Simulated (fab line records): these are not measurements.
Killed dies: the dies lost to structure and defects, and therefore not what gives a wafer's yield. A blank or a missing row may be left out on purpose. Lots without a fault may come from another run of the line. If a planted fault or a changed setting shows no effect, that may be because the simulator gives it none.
Matching of chambers | flow nand-harc | pecvd-03 running NHARC_A_M0_DEP_32: 3 sister chambers
The step deposits SiCN, target thk 30 nm. 16 wafers are shown with their chamber, then 8 later ones without.

## EACH WAFER AND ITS CHAMBER
wafer  | chamber | heater-power-w (W) | heater-power-outer-w (W) | chamber-pressure-Torr (Torr)
L077.3 | 1       | 578                | 349                      | 3.000
L077.5 | 1       | 591                | 345                      | 2.995
L077.6 | 0       | 668                | 410                      | 2.977
L082.3 | 1       | 574                | 338                      | 3.001
L082.5 | 0       | 676                | 396                      | 2.996
L082.6 | 1       | 562                | 341                      | 3.003
L083.1 | 1       | 533                | 310                      | 3.012
L083.2 | 1       | 543                | 316                      | 3.004
L083.3 | 1       | 541                | 315                      | 3.004
L084.2 | 1       | 562                | 338                      | 2.996
L084.3 | 1       | 573                | 339                      | 3.004
L084.6 | 1       | 573                | 343                      | 2.983
L087.2 | 1       | 592                | 354                      | 2.994
L087.3 | 2       | 484                | 276                      | 3.007
L087.6 | 1       | 602                | 362                      | 2.995
L089.3 | 0       | 672                | 399                      | 3.004

SIGNATURES (means of the wafers above)
reading               | chamber 0 | chamber 1 | chamber 2 | scatter within a chamber
heater-power-w        | 672.00    | 568.67    | 484.00    | 19.9
heater-power-outer-w  | 401.67    | 337.50    | 276.00    | 15
chamber-pressure-Torr | 2.99233   | 2.99925   | 3.00700   | 0.00864
Rule: distance of a wafer from a chamber = root of the sum over the readings of ((wafer's reading minus chamber's mean) / reading's scatter) squared. If the next closest chamber is less than 2 further off than the closest, the wafer can't be placed; otherwise it belongs to the closest. The scatter: the root of (the sum of the squares of (reading less its chamber's mean) over the shown wafers, divided by (wafers less chambers)).

## WAFERS WHOSE CHAMBER IS MISSING
wafer  | heater-power-w (W) | heater-power-outer-w (W) | chamber-pressure-Torr (Torr)
L089.4 | 640                | 389                      | 3.002
L089.5 | 538                | 309                      | 2.982
L090.2 | 623                | 355                      | 3.008
L090.3 | 535                | 311                      | 2.991
L090.6 | 571                | 326                      | 2.998
L092.3 | 691                | 409                      | 2.996
L092.4 | 599                | 374                      | 2.990
L092.5 | 544                | 322                      | 2.991

## THE CHAMBER EACH PASSED THROUGH
wafer  | from the rows above     | in truth
L089.4 | 0                       | 0
L089.5 | can't be placed: 1 or 2 | 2
L090.2 | can't be placed: 1 or 0 | 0
L090.3 | can't be placed: 1 or 2 | 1
L090.6 | 1                       | 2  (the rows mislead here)
L092.3 | 0                       | 0
L092.4 | can't be placed: 1 or 0 | 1
L092.5 | 1                       | 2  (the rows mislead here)
Placed correctly: 2 of 8. Can't be placed from these rows: 4 (the true chamber is among the candidates in 4). Number placed wrongly: 2.
